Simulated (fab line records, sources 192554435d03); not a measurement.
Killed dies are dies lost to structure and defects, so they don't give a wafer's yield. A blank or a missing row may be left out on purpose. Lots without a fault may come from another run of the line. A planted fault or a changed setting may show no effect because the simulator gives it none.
Problem report in the 8D (eight disciplines) form, filled by code | flow n5_finfet | the parts of the form that need people (team, actions taken, sign-off) are left out

1. THE PROBLEM
killed_at_front_end at N5_PASSIVATION_PROBE_49 reads a mean of 173 on 3 wafers of 1 lot; wafers without a fault read 39 with a standard deviation of 12. That is +11 standard deviations from the usual mean.
First seen on wafer L202.1, day 15 20:37, on prober-02. The record holds 20 wafers of 7 lots with a number at this step. Rule for "out", or "out of limits": more than 4 standard deviations from the usual mean. The other wafers with a number count as sound.

2. WHAT IT IS AND WHAT IT IS NOT
question                    | is                               | is not
which readings at this step | killed_at_front_end, killed_dies | killed_at_M0_to_M3, killed_at_M4_up, killed_at_contacts, killed_at_other, killed_open, killed_short
which lots                  | L202                             | L192, L196, L197, L198, L199, L205
which wafers of those lots  | all that have a number           | -
read on which tools         | prober-02                        | prober-01
when                        | from day 15 20:37                | up to then (14 sound wafers); but 3 sound wafers of L205 came after

3. SUSPECTS, AND WHAT RULES EACH OUT
Counting: a tool at a process step up to the reading stays a suspect if it ran every lot that is out and no sound lot after the first of them.
- remote_plasma-02 at N5_ILD0_PRECLEAN_10 (cleans in NF3:NH3, afs cycles 5, time 20 s, sublimation time 60 s): kept. It ran the lot that is out, L202 (day 6 07:48), and no sound lot after that; its last sound lot up to then is L199 (day 5 12:09).
- pvd_sputter-02 at N5_PASSIVATION_PRE_CLEAN_19: ruled out as a lasting fault. Sound lots L205 ran on it after its first lot that is out, L202 (day 15 14:58).
- rie_metal-02 at N5_PASSIVATION_AL_ETCH_33 (etches Al in Cl2/BCl3, stops on TaN, target depth 2800 nm, time 466.7 s): kept. It ran the lot that is out, L202 (day 15 15:45), and no sound lot after that; its last sound lot up to then is L196 (day 13 16:46).
- prober-02 at N5_PASSIVATION_PROBE_49: ruled out as a lasting fault. Sound lots L205 ran on it after its first lot that is out, L202 (day 15 20:37).
Left after counting: remote_plasma-02 at N5_ILD0_PRECLEAN_10, rie_metal-02 at N5_PASSIVATION_AL_ETCH_33.

4. THE CAUSE (what the simulator had put in)
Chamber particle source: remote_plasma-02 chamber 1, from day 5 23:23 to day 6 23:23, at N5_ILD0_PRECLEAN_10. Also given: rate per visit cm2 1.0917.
Counting left 2 suspects, and this tool is among them.

5. THE CHAIN OF EFFECTS, in route order
Each row: a reading whose mean over the struck wafers that have a number lies more than 3 standard deviations from the usual. Only readings for which the record gives a usual standard deviation are gone through. hours: the time from each lot's start at the first step in this table that gives one to its start at this step, as a median over the lots. sigmas: the change in usual standard deviations.
hours | step                    | reading             | usual | on struck wafers | change | sigmas
0     | N5_PASSIVATION_PROBE_49 | killed_at_front_end | 39    | 173              | +134   | +11
0     | N5_PASSIVATION_PROBE_49 | killed_dies         | 101   | 229              | +128   | +7.1
The process steps in it:
- N5_PASSIVATION_PROBE_49

6. WHAT WOULD HAVE CAUGHT IT SOONER
In this record the first reading out of limits was taken at day 15 20:37, 237 hours after the fault began at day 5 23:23.
All the lots that are out (1) had begun N5_ILD0_PRECLEAN_10 on remote_plasma-02 by day 15 20:37. A hold on the tool at that time would have spared none of them.
